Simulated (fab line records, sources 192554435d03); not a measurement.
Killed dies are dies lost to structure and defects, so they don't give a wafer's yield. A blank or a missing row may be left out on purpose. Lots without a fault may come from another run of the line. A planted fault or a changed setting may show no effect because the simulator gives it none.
Split-lot experiment | flow n5_finfet | 7 lots, 39 wafers read, on a route of 1938 steps

THE SPLIT
At N5_HKMG_FIN_ETCH_55 (etches SOC in N2/H2, target depth 240 nm, time 300 s), the setting time_s was moved away from the recipe's 300 s on 15 of the 39 wafers read, by -20.4% to -11.5%. The other wafers ran this setting at the recipe's value.

The reading is taken at the split's own step.

THE READING
SiARC_of_HKMG_FIN_COAT_42.thk_nm (the simulator's own value, which no gauge read), in nm, at N5_HKMG_FIN_ETCH_55 (etches SOC in N2/H2, target depth 240 nm, time 300 s). The file gives no usual value for it. The 24 wafers here that ran the recipe average 21.2 nm, standard deviation 0.23 nm.

wafer  | tool, chamber at the split | time_s as run, s | against the recipe | SiARC_of_HKMG_FIN_COAT_42.thk_nm, nm | against lot-mates on the recipe
L075.1 | rie_diel-05, 2             | 300              | recipe             | 21.2                                 | -
L075.2 | rie_diel-05, 3             | 265.6            | -11.5%             | 22.4                                 | +1.3
L075.3 | rie_diel-05, 1             | 265.6            | -11.5%             | 22.8                                 | +1.7
L075.4 | rie_diel-05, 0             | 300              | recipe             | 21                                   | -
L075.5 | rie_diel-05, 3             | 265.6            | -11.5%             | 22.6                                 | +1.5
L075.6 | rie_diel-05, 2             | 300              | recipe             | 21.2                                 | -
L076.1 | rie_diel-02, 0             | 300              | recipe             | 21.2                                 | -
L076.2 | rie_diel-02, 3             | 300              | recipe             | 20.8                                 | -
L076.3 | rie_diel-02, 2             | 250.8            | -16.4%             | 23.6                                 | +2.5
L076.4 | rie_diel-02, 1             | 250.8            | -16.4%             | 23.8                                 | +2.7
L076.5 | rie_diel-02, 3             | 250.8            | -16.4%             | 23.2                                 | +2.1
L076.6 | rie_diel-02, 2             | 300              | recipe             | 21.2                                 | -
L078.2 | rie_diel-05, 3             | 300              | recipe             | 21                                   | -
L078.3 | rie_diel-05, 1             | 300              | recipe             | 21.4                                 | -
L078.4 | rie_diel-05, 2             | 300              | recipe             | 21.4                                 | -
L082.1 | rie_diel-05, 1             | 300              | recipe             | 21.4                                 | -
L082.2 | rie_diel-05, 0             | 300              | recipe             | 21.2                                 | -
L082.3 | rie_diel-05, 2             | 300              | recipe             | 21.4                                 | -
L082.4 | rie_diel-05, 3             | 300              | recipe             | 21.2                                 | -
L082.5 | rie_diel-05, 2             | 300              | recipe             | 21.6                                 | -
L082.6 | rie_diel-05, 3             | 300              | recipe             | 21.2                                 | -
L090.1 | rie_diel-05, 2             | 300              | recipe             | 21.6                                 | -
L090.2 | rie_diel-05, 3             | 300              | recipe             | 21.2                                 | -
L090.3 | rie_diel-05, 0             | 262.2            | -12.6%             | 22.8                                 | +1.5
L090.4 | rie_diel-05, 1             | 262.2            | -12.6%             | 23.2                                 | +1.9
L090.5 | rie_diel-05, 0             | 300              | recipe             | 21                                   | -
L090.6 | rie_diel-05, 3             | 262.2            | -12.6%             | 23                                   | +1.7
L094.1 | rie_diel-05, 1             | 300              | recipe             | 21.2                                 | -
L094.2 | rie_diel-05, 2             | 238.7            | -20.4%             | 24                                   | +3.0
L094.3 | rie_diel-05, 0             | 300              | recipe             | 21                                   | -
L094.4 | rie_diel-05, 1             | 238.7            | -20.4%             | 24                                   | +3.0
L094.5 | rie_diel-05, 0             | 300              | recipe             | 20.8                                 | -
L094.6 | rie_diel-05, 2             | 238.7            | -20.4%             | 24                                   | +3.0
L095.1 | rie_diel-02, 3             | 253.8            | -15.4%             | 23                                   | +2.1
L095.2 | rie_diel-02, 1             | 253.8            | -15.4%             | 23.6                                 | +2.7
L095.3 | rie_diel-02, 0             | 300              | recipe             | 21.2                                 | -
L095.4 | rie_diel-02, 1             | 253.8            | -15.4%             | 23.4                                 | +2.5
L095.5 | rie_diel-02, 0             | 300              | recipe             | 20.8                                 | -
L095.6 | rie_diel-02, 3             | 300              | recipe             | 20.8                                 | -

THE FIT
A straight line over all 39 wafers: SiARC_of_HKMG_FIN_COAT_42.thk_nm changes by -0.14 nm for each +1% of time_s; r = -0.98; the points scatter about the line by 0.23 nm.
The same after taking each lot's own level away (the mean of its wafers on the recipe; 39 wafers): -0.147 nm for each +1%; r = -0.98; scatter 0.2 nm.
On that fit, the largest move of time_s shifts the reading by 3 nm.
The lots' own levels span 20.93 to 21.33 nm, that is 1.8 times the standard deviation above.
So the lot-to-lot level changes the slope little: the two slopes agree.
Check: with one of the wafers moved furthest among these (-20.4%) left out of the fit, the line predicts +2.99 nm for it against its lot-mates. It came out at +3 nm against them.

OTHER SPLITS ON THESE WAFERS
These wafers also went through other splits before the reading. Each is held against what the fit with the lots' levels taken away leaves over:
other split on the same wafers  | wafers away from the commonest value | r with SiARC_of_HKMG_FIN_COAT_42.thk_nm (lot level and that fit taken away)
N5_DUMMY_GATE_EXPOSE_12 dose_mj | 9                                    | -0.09
N5_SD_EPI_P_ETCH_36 bias_w      | 6                                    | -0.04

THE WHOLE CHAIN: every reading that the file lists as answering this split, in the file's order
step                | what it does                                         | reading                                                                           | change (the file's fit)               | r (the file's)
N5_HKMG_FIN_ETCH_55 | etches SOC in N2/H2, target depth 240 nm, time 300 s | HKMG_FIN.feature_depth_nm (the simulator's own value, which no gauge read)        | +2.43 nm for each +1% of the setting  | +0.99
N5_HKMG_FIN_ETCH_55 | etches SOC in N2/H2, target depth 240 nm, time 300 s | etch.depth_nm (the simulator's own value, which no gauge read)                    | +2.43 nm for each +1% of the setting  | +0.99
N5_HKMG_FIN_ETCH_55 | etches SOC in N2/H2, target depth 240 nm, time 300 s | SiARC_of_HKMG_FIN_COAT_42.thk_nm (the simulator's own value, which no gauge read) | -0.146 nm for each +1% of the setting | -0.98

THE FILE'S OWN FIT
SiARC_of_HKMG_FIN_COAT_42.thk_nm changes by -0.146 nm for each +1% of time_s, r = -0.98.
